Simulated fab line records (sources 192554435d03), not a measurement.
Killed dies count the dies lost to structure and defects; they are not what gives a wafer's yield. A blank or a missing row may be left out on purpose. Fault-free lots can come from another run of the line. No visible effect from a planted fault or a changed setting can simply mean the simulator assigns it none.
fab line records	flow n5Finfet
record: lots: 24	wafers: 72	lastDay: 17
route steps=1938 shown BEOL_M2@916 BEOL_M3@967 BEOL_M4@1024
lots that met no fault: from a run of the same line without faults
startH: start of the lot's first displayed wafer, in hours after the record's first day	waitH: hours since the lot's step before	" unchanged from the row above	L1.1+2: a single row standing in for several wafers	- no value, or no start given	* or withheld: withheld	< > ~ a bound
route shown NAME@n: names a module that has steps shown in the file, with the first one's number in the route	usual: the fault-free wafers' mean and standard deviation	same: alike in all rows	chamber/n: place in a boat	sites: per-site readings	_std_site: the standard deviation of these	_edge_site: mean of outer sites minus mean of inner sites	radiusMm: how far each site lies from the wafer's centre	mask NAME#n: copy n	behind: tool/chamber where the wafer was last shaped	hold: reason for holding the lot/hours on hold/outcome of the hold	device: transistor that didn't switch, given as n, p or np	end of line: at the end of the route, the tests of the same wafers	where a step has no rows: the recipe by itself	killed: the dies lost at the first sort to structure and to defects; this is not the yield of the wafer	map: a wafer's dies, x killed, . not, _ none there
set.NAME: the setting that was run; set.NAME@STEP: the one run at that earlier step	model.NAME: the simulator's own value behind a step, which no gauge read
route steps across a sampled set of lots; one table per step, one row per wafer
services: when a tool's chamber went out of use (startH, in hours from the record's first day, below 0 if earlier), for how many hours, and the reason
== steps ==
step: N5_BEOL_M2_SPUTTER_92
recipe: material: Cu	targetThkA: 45	tempC: -20	chamberPressurePa: 0.07	powerW: withheld	timeS: 8.29
usual: chamberPressurePa: 0.07001/0.00015	throttleValvePct: 29.7/1.1
lot.wafer	tool	chamber	startH	waitH	chamberPressurePa	throttleValvePct
L074.2	pvdSputter-03	-	140.96	0.1	0.0699	28.7
L074.3	"	-	"	"	0.07005	30.2
L074.4	"	-	"	"	0.06999	30.5
L075.4	pvdSputter-01	-	144.59	0.1	0.07005	32.2
L075.5	"	-	"	"	0.06993	28.4
L075.6	"	-	"	"	0.06994	29.4
L076.2	pvdSputter-02	-	156.25	0.1	0.06996	28.5
L076.3	"	-	"	"	0.07017	30.4
L076.6	"	-	"	"	0.07006	30.4
L078.2	pvdSputter-01	-	160.73	0.1	0.06979	29.3
L078.3	"	-	"	"	0.06999	32.1
L078.4	"	-	"	"	0.06989	28.4
L077.3	pvdSputter-01	-	163.75	0.1	0.07009	28.3
L077.5	"	-	"	"	0.06996	32.0
L077.6	"	-	"	"	0.07	29.4
L079.1	pvdSputter-01	-	167.56	0.1	0.07019	29.6
L079.2	"	-	"	"	0.06982	32.2
L079.6	"	-	"	"	0.07005	29.6
L080.1	pvdSputter-02	-	170.01	0.1	0.06978	30.1
L080.3	"	-	"	"	0.06991	30.4
L080.4	"	-	"	"	0.06998	30.6
L081.1	pvdSputter-03	-	182.08	0.1	0.06989	30.2
L081.3	"	-	"	"	0.07009	30.0
L081.6	"	-	"	"	0.0701	28.7
L082.1	pvdSputter-02	-	182.63	0.1	0.07005	30.2
L082.3	"	-	"	"	0.06996	28.3
L082.4	"	-	"	"	0.07018	29.8
L083.1	pvdSputter-03	-	185.80	0.1	0.07002	30.0
L083.4	"	-	"	"	0.06995	30.4
L083.5	"	-	"	"	0.07005	28.9
L084.2	pvdSputter-01	-	195.40	0.1	0.06995	29.4
L084.3	"	-	"	"	0.06968	28.5
L084.6	"	-	"	"	0.07029	29.4
L085.2	pvdSputter-03	-	204.60	0.1	0.06982	30.6
L085.4	"	-	"	"	0.07026	29.9
L085.5	"	-	"	"	0.06994	30.4
L086.2	pvdSputter-01	-	213.23	0.1	0.07009	29.2
L086.3	"	-	"	"	0.07014	32.0
L086.6	"	-	"	"	0.07021	32.1
L087.3	pvdSputter-01	-	217.08	0.1	0.06997	32.2
L087.5	"	-	"	"	0.06984	29.2
L087.6	"	-	"	"	0.07004	29.2
L088.1	pvdSputter-01	-	222.12	0.1	0.06999	29.6
L088.5	"	-	"	"	0.06997	28.4
L088.6	"	-	"	"	0.07002	29.7
L089.1	pvdSputter-01	-	226.04	0.1	0.06993	32.0
L089.2	"	-	"	"	0.06984	29.4
L089.3	"	-	"	"	0.06989	28.2
L090.1	pvdSputter-01	-	234.80	0.1	0.07037	28.4
L090.3	"	-	"	"	0.07018	29.3
L090.5	"	-	"	"	0.06986	29.4
L091.2	pvdSputter-02	-	245.08	0.1	0.07025	28.0
L091.5	"	-	"	"	0.07014	30.3
L091.6	"	-	"	"	0.07001	30.3
L092.1	pvdSputter-02	-	247.87	0.1	0.06984	30.3
L092.2	"	-	"	"	0.06999	29.9
L092.4	"	-	"	"	0.06986	30.3
L093.2	pvdSputter-01	-	250.86	0.1	0.07002	29.3
L093.3	"	-	"	"	0.07017	28.8
L093.4	"	-	"	"	0.06999	29.6
L094.3	pvdSputter-03	-	259.03	0.1	0.06986	30.4
L094.4	"	-	"	"	0.07009	28.7
L094.6	"	-	"	"	0.07033	28.8
L095.2	pvdSputter-01	-	261.74	0.1	0.06979	28.5
L095.5	"	-	"	"	0.07009	29.5
L095.6	"	-	"	"	0.06993	28.8
L096.4	pvdSputter-02	-	268.36	0.1	0.07002	30.1
L096.5	"	-	"	"	0.07019	30.2
L096.6	"	-	"	"	0.07019	28.4
L097.2	pvdSputter-01	-	281.46	0.1	0.06988	29.5
L097.4	"	-	"	"	0.07009	29.3
L097.6	"	-	"	"	0.06999	32.1
step: N5_BEOL_M2_ANNEAL_95
recipe: tempC: 400	timeS: 240	ambient: vacuum
usual: heaterPowerW: 851/89
lot.wafer	tool	chamber	startH	waitH	heaterPowerW
L074.2	pvdSputter-03	-	141.26	0.0	923
L074.3	"	-	"	"	826
L074.4	"	-	"	"	978
L075.4	pvdSputter-01	-	144.91	0.0	817
L075.5	"	-	"	"	894
L075.6	"	-	"	"	963
L076.2	pvdSputter-02	-	156.55	0.0	808
L076.3	"	-	"	"	780
L076.6	"	-	"	"	767
L078.2	pvdSputter-01	-	161.03	0.0	1005
L078.3	"	-	"	"	808
L078.4	"	-	"	"	919
L077.3	pvdSputter-01	-	164.05	0.0	909
L077.5	"	-	"	"	788
L077.6	"	-	"	"	772
L079.1	pvdSputter-01	-	167.86	0.0	1007
L079.2	"	-	"	"	822
L079.6	"	-	"	"	991
L080.1	pvdSputter-02	-	170.31	0.0	741
L080.3	"	-	"	"	754
L080.4	"	-	"	"	769
L081.1	pvdSputter-03	-	182.38	0.0	994
L081.3	"	-	"	"	856
L081.6	"	-	"	"	843
L082.1	pvdSputter-02	-	182.93	0.0	717
L082.3	"	-	"	"	801
L082.4	"	-	"	"	873
L083.1	pvdSputter-03	-	186.10	0.0	839
L083.4	"	-	"	"	996
L083.5	"	-	"	"	922
L084.2	pvdSputter-01	-	195.70	0.0	981
L084.3	"	-	"	"	910
L084.6	"	-	"	"	764
L085.2	pvdSputter-03	-	204.90	0.0	972
L085.4	"	-	"	"	828
L085.5	"	-	"	"	1001
L086.2	pvdSputter-01	-	213.53	0.0	749
L086.3	"	-	"	"	804
L086.6	"	-	"	"	789
L087.3	pvdSputter-01	-	217.38	0.0	796
L087.5	"	-	"	"	979
L087.6	"	-	"	"	739
L088.1	pvdSputter-01	-	222.42	0.0	991
L088.5	"	-	"	"	906
L088.6	"	-	"	"	982
L089.1	pvdSputter-01	-	226.34	0.0	801
L089.2	"	-	"	"	753
L089.3	"	-	"	"	898
L090.1	pvdSputter-01	-	235.10	0.0	898
L090.3	"	-	"	"	762
L090.5	"	-	"	"	988
L091.2	pvdSputter-02	-	245.38	0.0	816
L091.5	"	-	"	"	703
L091.6	"	-	"	"	762
L092.1	pvdSputter-02	-	248.17	0.0	772
L092.2	"	-	"	"	861
L092.4	"	-	"	"	734
L093.2	pvdSputter-01	-	251.16	0.0	769
L093.3	"	-	"	"	898
L093.4	"	-	"	"	997
L094.3	pvdSputter-03	-	259.33	0.0	985
L094.4	"	-	"	"	847
L094.6	"	-	"	"	823
L095.2	pvdSputter-01	-	262.04	0.0	885
L095.5	"	-	"	"	983
L095.6	"	-	"	"	908
L096.4	pvdSputter-02	-	268.66	0.0	749
L096.5	"	-	"	"	857
L096.6	"	-	"	"	823
L097.2	pvdSputter-01	-	281.76	0.0	1000
L097.4	"	-	"	"	758
L097.6	"	-	"	"	787
step: N5_BEOL_M3_OVL_MEAS_29
recipe: pointsPerWafer: 522
usual: V2_OVL: 0.1/0.72
same: pointsPerWafer: 522
lot.wafer	tool	chamber	startH	waitH	V2_OVL[nm]
L074.2	overlay-01	0	145.22	0.0	1.1
L074.3	"	0	"	"	1.0
L074.4	"	0	"	"	0.3
L075.4	overlay-01	0	149.17	0.0	0.2
L075.5	"	0	"	"	0.3
L075.6	"	0	"	"	0.5
L076.2	overlay-01	0	160.16	0.0	-0.1
L076.3	"	0	"	"	-1.3
L076.6	"	0	"	"	-1.3
L078.2	overlay-01	0	166.07	0.0	-1.3
L078.3	"	0	"	"	-0.5
L078.4	"	0	"	"	-0.9
L077.3	overlay-02	0	166.97	0.0	-0.4
L077.5	"	0	"	"	-0.2
L077.6	"	0	"	"	-0.8
L079.1	overlay-01	0	172.25	0.0	-0.2
L079.2	"	0	"	"	0.8
L079.6	"	0	"	"	0.7
L080.1	overlay-01	0	174.68	0.0	0.1
L080.3	"	0	"	"	0.5
L080.4	"	0	"	"	0.0
L081.1	overlay-02	0	185.26	0.0	0.5
L081.3	"	0	"	"	0.0
L081.6	"	0	"	"	-1.6
L082.1	overlay-02	0	186.42	0.0	1.7
L082.3	"	0	"	"	1.7
L082.4	"	0	"	"	1.0
L083.1	overlay-02	0	190.83	0.0	0.5
L083.4	"	0	"	"	0.9
L083.5	"	0	"	"	-1.3
L084.2	overlay-01	0	198.55	0.0	1.2
L084.3	"	0	"	"	1.0
L084.6	"	0	"	"	1.3
L085.2	overlay-02	0	208.63	0.0	1.2
L085.4	"	0	"	"	0.1
L085.5	"	0	"	"	0.8
L086.2	overlay-02	0	216.37	0.0	0.0
L086.3	"	0	"	"	0.1
L086.6	"	0	"	"	0.6
L087.3	overlay-02	0	222.33	0.0	-0.9
L087.5	"	0	"	"	-0.3
L087.6	"	0	"	"	0.8
L088.1	overlay-02	0	225.82	0.0	0.8
L088.5	"	0	"	"	0.1
L088.6	"	0	"	"	1.3
L089.1	overlay-02	0	232.45	0.0	0.0
L089.2	"	0	"	"	-0.1
L089.3	"	0	"	"	-0.4
L090.1	overlay-02	0	238.83	0.0	-0.9
L090.3	"	0	"	"	-0.5
L090.5	"	0	"	"	-0.4
L091.2	overlay-02	0	248.82	0.0	0.3
L091.5	"	0	"	"	-0.3
L091.6	"	0	"	"	-0.1
L092.1	overlay-01	0	251.94	0.0	0.3
L092.2	"	0	"	"	0.4
L092.4	"	0	"	"	0.8
L093.2	overlay-02	0	255.47	0.0	-0.4
L093.3	"	0	"	"	0.9
L093.4	"	0	"	"	-0.1
L094.3	overlay-01	0	264.09	0.0	0.7
L094.4	"	0	"	"	-1.7
L094.6	"	0	"	"	-0.6
L095.2	overlay-02	0	265.46	0.0	0.2
L095.5	"	0	"	"	0.3
L095.6	"	0	"	"	-0.6
L096.4	overlay-01	0	272.74	0.0	0.5
L096.5	"	0	"	"	0.2
L096.6	"	0	"	"	0.8
L097.2	overlay-01	0	286.77	0.0	0.2
L097.4	"	0	"	"	0.3
L097.6	"	0	"	"	0.7
step: N5_BEOL_M3_STRIP_36
recipe: chemistry: N2/H2	powerW: 450	tempC: 40	pressureMtorr: 20	rfFrequencyHz: 6e+07	overashFraction: 0.3	biasPowerW: 7	h2Frac: 0.5	n2FlowSccm: 200	h2FlowSccm: 200
usual: drypumpMotorCurrentA: 5.6/0.51	oesProductAu: 0.79/0.089	rfVppV: 59.3/1.3	showerheadPlenumPTorr: 2.52/0.11	throttleValvePct: 23.6/0.34
same: overashFraction: 0.3
lot.wafer	tool	chamber	startH	waitH	drypumpMotorCurrentA	oesProductAu	rfHoursCounterH	rfVppV	showerheadPlenumPTorr	throttleValvePct
L074.2	rieDiel-03	2	152.41	0.0	5.3	0.88	34	60.4	2.48	23.4
L074.3	"	1	"	"	5.1	0.92	18	59.6	2.71	23.5
L074.4	"	0	"	"	6.0	0.69	203	62.1	2.63	23.3
L075.4	rieDiel-03	1	155.06	0.0	5.0	0.91	19	59.9	2.71	23.5
L075.5	"	0	"	"	5.9	0.68	-	58.8	2.63	23.3
L075.6	"	3	"	"	6.5	0.71	-	60.3	2.40	23.5
L076.2	rieDiel-02	2	161.44	0.0	5.6	0.84	69	59.7	2.45	23.7
L076.3	"	1	"	"	5.5	0.72	225	59.5	2.49	24.0
L076.6	"	0	"	"	5.8	0.75	-	60.1	2.36	24.2
L078.2	rieDiel-02	0	168.08	0.0	5.7	0.74	139	58.1	2.36	24.2
L078.3	"	1	"	"	5.4	0.72	228	57.5	2.49	24.0
L078.4	"	0	"	"	5.7	0.74	-	58.9	2.36	24.2
L077.3	rieDiel-03	3	168.21	0.0	6.5	0.71	228	60.9	2.40	23.5
L077.5	"	0	"	"	5.9	0.67	-	61.1	2.63	23.4
L077.6	"	1	"	"	5.0	0.89	-	57.1	2.71	23.5
L079.1	rieDiel-03	2	173.97	0.0	5.3	0.86	40	60.1	2.47	23.5
L079.2	"	3	"	"	6.5	0.70	229	61.2	2.40	23.5
L079.6	"	1	"	"	5.0	0.91	-	59.4	2.71	23.5
L080.1	rieDiel-06	3	180.08	0.0	4.7	0.84	93	59.8	2.55	23.5
L080.3	"	2	"	"	4.8	0.69	228	56.4	2.51	24.1
L080.4	"	1	"	"	5.4	0.79	98	61.2	2.64	23.1
L081.1	rieDiel-02	0	185.84	0.0	5.7	0.75	144	57.3	2.35	24.2
L081.3	"	1	"	"	5.4	0.70	232	59.6	2.49	24.0
L081.6	"	3	"	"	6.0	0.99	-	60.0	2.62	23.3
L082.1	rieDiel-02	0	192.48	0.0	5.7	0.74	145	59.5	2.35	24.2
L082.3	"	2	"	"	5.7	0.84	79	58.1	2.44	23.7
L082.4	"	3	"	"	6.0	0.96	5	61.7	2.62	23.3
L083.1	rieDiel-02	3	201.70	0.0	6.1	0.96	7	60.0	2.62	23.3
L083.4	"	0	"	"	5.7	0.74	148	59.0	2.35	24.2
L083.5	"	3	"	"	6.0	0.96	-	57.0	2.61	23.3
L084.2	rieDiel-06	0	206.85	0.0	6.2	0.70	227	57.8	2.42	24.2
L084.3	"	1	"	"	5.4	0.79	105	58.6	2.64	23.1
L084.6	"	0	"	"	6.2	0.69	-	59.4	2.42	24.2
L085.2	rieDiel-06	1	211.24	0.0	5.4	0.79	107	60.4	2.64	23.1
L085.4	"	3	"	"	4.8	0.84	101	57.9	2.55	23.5
L085.5	"	2	"	"	4.7	0.70	-	59.3	2.50	24.1
L086.2	rieDiel-03	1	217.30	0.0	5.1	0.87	43	59.6	2.70	23.5
L086.3	"	2	"	"	5.3	0.85	60	58.6	2.47	23.4
L086.6	"	1	"	"	5.0	0.86	-	58.5	2.70	23.5
L087.3	rieDiel-03	3	227.36	0.0	6.5	0.69	251	60.6	2.39	23.5
L087.5	"	1	"	"	5.0	0.88	-	60.2	2.70	23.5
L087.6	"	3	"	"	6.5	0.69	-	55.8	2.39	23.5
L089.1	rieDiel-02	0	233.99	0.0	5.7	0.72	157	58.0	2.35	24.2
L089.2	"	3	"	"	6.0	0.94	17	57.9	2.61	23.3
L089.3	"	2	"	"	5.7	0.81	91	58.7	2.44	23.7
L088.1	rieDiel-06	1	242.60	0.0	5.4	0.77	115	59.2	2.63	23.1
L088.5	"	3	"	"	4.8	0.82	-	61.4	2.54	23.4
L088.6	"	0	"	"	6.3	0.69	-	58.7	2.41	24.2
L090.1	rieDiel-06	0	246.46	0.0	6.2	0.70	238	59.2	2.41	24.2
L090.3	"	1	"	"	5.4	0.77	116	60.2	2.63	23.1
L090.5	"	1	"	"	5.4	0.77	-	60.4	2.63	23.1
L091.2	rieDiel-06	3	250.18	0.0	4.8	0.81	113	57.6	2.54	23.5
L091.5	"	0	"	"	6.2	0.69	-	60.1	2.41	24.2
L091.6	"	1	"	"	5.4	0.77	-	60.0	2.63	23.1
L093.2	rieDiel-02	3	258.76	0.0	6.0	0.92	26	58.8	2.61	23.3
L093.3	"	2	"	"	5.7	0.82	101	59.3	2.44	23.7
L093.4	"	2	"	"	5.7	0.82	-	59.3	2.44	23.7
L092.1	rieDiel-03	2	258.84	0.0	5.3	0.84	76	59.9	2.46	23.5
L092.2	"	1	"	"	5.0	0.85	59	62.6	2.70	23.5
L092.4	"	1	"	"	5.1	0.84	-	59.4	2.70	23.5
L094.3	rieDiel-02	1	265.59	0.0	5.5	0.99	1	58.6	2.48	23.5
L094.4	"	2	"	"	5.6	0.79	103	59.0	2.43	23.7
L094.6	"	0	"	"	5.7	0.73	-	59.3	2.34	24.3
L095.2	rieDiel-03	2	268.72	0.0	5.3	0.82	80	60.7	2.46	23.5
L095.5	"	1	"	"	5.0	0.83	-	58.7	2.69	23.6
L095.6	"	2	"	"	5.3	0.82	-	59.6	2.46	23.5
L096.4	rieDiel-03	3	278.49	0.0	6.5	1.01	-	59.9	2.71	23.1
L096.5	"	2	"	"	5.3	0.82	-	59.2	2.46	23.5
L096.6	"	1	"	"	5.0	0.83	-	58.8	2.69	23.5
L097.2	rieDiel-02	0	294.77	0.0	5.7	0.72	178	59.8	2.34	24.3
L097.4	"	1	"	"	5.4	0.92	11	62.2	2.48	23.5
L097.6	"	3	"	"	6.0	0.90	-	58.3	2.60	23.3
step: N5_BEOL_M3_DEP_57
recipe: material: SiCN	targetThkA: 80	tempC: withheld	precursor: 3MS/NH3	pressureTorr: 3	rfW: 202	timeS: 14
usual: showerheadPlenumPTorr: 3.664/0.012	showerheadVppV: 869/47	throttleValvePct: 9.3/0.42
lot.wafer	tool	chamber	startH	waitH	showerheadPlenumPTorr	showerheadVppV	throttleValvePct
L074.2	pecvd-03	2	156.80	0.0	3.672	852	8.5
L074.3	"	0	"	"	3.678	825	10.1
L074.4	"	2	"	"	3.666	848	8.8
L075.4	pecvd-03	1	159.22	0.0	3.647	911	9.0
L075.5	"	0	"	"	3.685	834	9.7
L075.6	"	2	"	"	3.671	856	8.8
L076.2	pecvd-01	2	165.32	0.0	3.668	778	8.8
L076.3	"	1	"	"	3.662	809	9.4
L076.6	"	2	"	"	3.663	763	9.1
L078.2	pecvd-03	0	173.91	0.0	3.672	820	9.9
L078.3	"	2	"	"	3.661	875	8.8
L078.4	"	1	"	"	3.647	917	9.1
L077.3	pecvd-02	2	175.21	0.0	3.653	932	9.4
L077.5	"	1	"	"	3.654	929	9.2
L077.6	"	2	"	"	3.651	943	9.4
L079.1	pecvd-02	0	181.37	0.0	3.682	872	9.5
L079.2	"	1	"	"	3.666	925	9.1
L079.6	"	0	"	"	3.672	874	9.3
L080.1	pecvd-03	1	185.62	0.0	3.643	904	9.2
L080.3	"	2	"	"	3.683	868	8.8
L080.4	"	2	"	"	3.667	863	8.8
L081.1	pecvd-03	1	189.90	0.0	3.650	900	9.6
L081.3	"	0	"	"	3.672	830	9.4
L081.6	"	0	"	"	3.679	824	9.9
L082.1	pecvd-03	0	197.87	0.0	3.674	809	9.6
L082.3	"	1	"	"	3.649	904	9.1
L082.4	"	2	"	"	3.666	864	8.7
L083.1	pecvd-02	0	207.87	0.0	3.672	854	9.6
L083.4	"	0	"	"	3.678	885	9.5
L083.5	"	0	"	"	3.680	879	9.3
L084.2	pecvd-02	0	212.00	0.0	3.674	867	9.4
L084.3	"	1	"	"	3.656	944	9.4
L084.6	"	0	"	"	3.673	879	9.2
L085.2	pecvd-01	2	215.57	0.0	3.663	775	9.4
L085.4	"	1	"	"	3.668	844	9.6
L085.5	"	2	"	"	3.673	789	8.9
L086.2	pecvd-02	1	221.86	0.0	3.648	930	9.1
L086.3	"	0	"	"	3.672	874	9.1
L086.6	"	0	"	"	3.673	861	9.4
L087.3	pecvd-02	2	231.68	0.0	3.652	951	8.3
L087.5	"	0	"	"	3.660	878	9.2
L087.6	"	1	"	"	3.662	924	9.3
L089.1	pecvd-01	2	238.06	0.0	3.664	771	9.0
L089.2	"	0	"	"	3.671	843	9.6
L089.3	"	1	"	"	3.664	837	9.5
L088.1	pecvd-03	2	248.31	0.0	3.675	850	8.7
L088.5	"	2	"	"	3.667	853	8.9
L088.6	"	1	"	"	3.645	904	9.2
L090.1	pecvd-01	1	251.13	0.0	3.667	814	9.6
L090.3	"	0	"	"	3.669	827	9.8
L090.5	"	2	"	"	3.664	769	9.1
L091.2	pecvd-03	1	254.52	0.0	3.654	896	9.2
L091.5	"	2	"	"	3.666	840	8.7
L091.6	"	0	"	"	3.675	821	10.0
L093.2	pecvd-02	0	262.90	0.0	3.668	895	9.3
L093.3	"	2	"	"	3.645	935	8.4
L093.4	"	2	"	"	3.656	946	8.4
L092.1	pecvd-02	0	264.73	0.0	3.678	878	9.4
L092.2	"	1	"	"	3.654	923	9.3
L092.4	"	1	"	"	3.658	931	8.9
L094.3	pecvd-02	0	271.28	0.0	3.675	889	9.7
L094.4	"	2	"	"	3.648	939	8.4
L094.6	"	0	"	"	3.670	870	9.4
L095.2	pecvd-03	2	273.05	0.0	3.669	849	8.8
L095.5	"	0	"	"	3.683	822	9.9
L095.6	"	1	"	"	3.648	899	9.1
L096.4	pecvd-03	1	283.16	0.0	3.659	892	9.2
L096.5	"	0	"	"	3.680	818	10.2
L096.6	"	2	"	"	3.664	854	8.9
L097.2	pecvd-03	1	298.59	0.0	3.642	891	9.2
L097.4	"	1	"	"	3.645	908	9.0
L097.6	"	0	"	"	3.678	827	10.0
step: N5_BEOL_M4_HM_DEP_02
recipe: material: TiN	targetThkA: 200	tempC: 25	chamberPressurePa: 0.49996
usual: chamberPressurePa: 0.5000/0.0011	throttleValvePct: 29.7/1
lot.wafer	tool	chamber	startH	waitH	chamberPressurePa	throttleValvePct
L074.2	pvdSputter-03	-	158.28	1.2	0.5009	28.7
L074.3	"	-	"	"	0.5001	29.9
L074.4	"	-	"	"	0.4984	30.6
L075.4	pvdSputter-02	-	159.54	0.1	0.5000	30.2
L075.5	"	-	"	"	0.4999	28.2
L075.6	"	-	"	"	0.4993	30.3
L076.2	pvdSputter-03	-	165.67	0.1	0.5000	28.8
L076.3	"	-	"	"	0.5004	30.6
L076.6	"	-	"	"	0.4996	28.8
L078.2	pvdSputter-01	-	174.38	0.2	0.5003	31.9
L078.3	"	-	"	"	0.5000	29.3
L078.4	"	-	"	"	0.4997	29.6
L077.3	pvdSputter-01	-	179.18	3.7	0.5002	28.7
L077.5	"	-	"	"	0.5022	29.3
L077.6	"	-	"	"	0.5004	32.0
L079.1	pvdSputter-02	-	183.15	1.5	0.5012	30.0
L079.2	"	-	"	"	0.5019	28.4
L079.6	"	-	"	"	0.5003	30.3
L080.1	pvdSputter-03	-	186.42	0.6	0.4986	30.3
L080.3	"	-	"	"	0.4986	30.3
L080.4	"	-	"	"	0.5011	29.0
L081.1	pvdSputter-02	-	190.58	0.4	0.5021	28.6
L081.3	"	-	"	"	0.5010	30.3
L081.6	"	-	"	"	0.5009	29.9
L082.1	pvdSputter-03	-	200.22	2.1	0.4992	30.3
L082.3	"	-	"	"	0.4999	28.9
L082.4	"	-	"	"	0.5004	30.6
L083.1	pvdSputter-03	-	210.42	2.3	0.4984	30.4
L083.4	"	-	"	"	0.5009	30.2
L083.5	"	-	"	"	0.4987	30.5
L084.2	pvdSputter-02	-	214.30	2.0	0.4992	28.4
L084.3	"	-	"	"	0.4999	29.9
L084.6	"	-	"	"	0.4999	30.2
L085.2	pvdSputter-02	-	217.19	1.4	0.4970	30.1
L085.4	"	-	"	"	0.4998	30.3
L085.5	"	-	"	"	0.4993	30.0
L086.2	pvdSputter-01	-	223.46	1.3	0.4995	32.3
L086.3	"	-	"	"	0.4988	28.6
L086.6	"	-	"	"	0.4984	28.4
L087.3	pvdSputter-03	-	233.83	1.9	0.5005	30.0
L087.5	"	-	"	"	0.5000	29.3
L087.6	"	-	"	"	0.4999	28.8
L089.1	pvdSputter-02	-	239.16	0.8	0.4995	30.2
L089.2	"	-	"	"	0.4981	29.9
L089.3	"	-	"	"	0.4996	28.2
L088.1	pvdSputter-01	-	249.16	0.6	0.4994	28.5
L088.5	"	-	"	"	0.5000	28.7
L088.6	"	-	"	"	0.4993	29.4
L090.1	pvdSputter-02	-	251.42	0.0	0.4994	30.3
L090.3	"	-	"	"	0.5002	28.2
L090.5	"	-	"	"	0.4993	30.4
L091.2	pvdSputter-03	-	256.25	1.5	0.5007	30.0
L091.5	"	-	"	"	0.4988	30.6
L091.6	"	-	"	"	0.4998	29.0
L093.2	pvdSputter-03	-	263.91	0.8	0.4997	28.6
L093.3	"	-	"	"	0.5012	29.9
L093.4	"	-	"	"	0.4989	28.7
L092.1	pvdSputter-01	-	265.46	0.5	0.5010	28.4
L092.2	"	-	"	"	0.4997	32.3
L092.4	"	-	"	"	0.5005	29.4
L094.3	pvdSputter-02	-	272.26	0.7	0.5010	28.4
L094.4	"	-	"	"	0.5007	30.0
L094.6	"	-	"	"	0.4998	30.4
L095.2	pvdSputter-01	-	275.34	2.0	0.5017	29.3
L095.5	"	-	"	"	0.5006	28.8
L095.6	"	-	"	"	0.5013	32.1
L096.4	pvdSputter-02	-	285.52	2.1	0.4977	30.3
L096.5	"	-	"	"	0.5012	30.0
L096.6	"	-	"	"	0.4995	30.2
L097.2	pvdSputter-02	-	299.53	0.7	0.4993	30.4
L097.4	"	-	"	"	0.4991	30.5
L097.6	"	-	"	"	0.5012	30.2
== services ==
tool	chamber	startH	hours	kind
pecvd-01	2	126.20	21.6	repair
pecvd-03	1	146.17	2.1	scheduledDown
pecvd-03	-	150.42	1.3	repair
rieDiel-02	3	159.07	-	clean
rieDiel-02	3	159.07	-	consumableReplace:focusRing
rieDiel-02	3	159.07	16.3	scheduledDown
rieDiel-02	3	159.07	16.3	ventCycle
rieDiel-06	0	163.38	9.6	repair
pecvd-01	-	177.10	1.7	repair
pecvd-03	2	194.62	2.1	scheduledDown
pecvd-02	2	202.38	-	clean
pecvd-02	2	202.38	-	consumableReplace:showerhead
pecvd-02	2	202.38	29.0	scheduledDown
pecvd-02	2	202.38	29.0	ventCycle
pecvd-03	0	235.17	7.8	repair
pecvd-02	-	236.17	23.9	repair
pecvd-01	-	264.89	5.5	pm
rieDiel-03	0	274.83	3.8	repair
rieDiel-06	3	276.39	6.5	repair
rieDiel-02	3	277.39	11.6	repair
pecvd-02	1	288.13	5.0	repair
rieDiel-06	3	289.56	18.8	repair
pecvd-03	2	292.78	6.0	repair
rieDiel-02	3	297.64	18.1	repair
== key ==
fault none
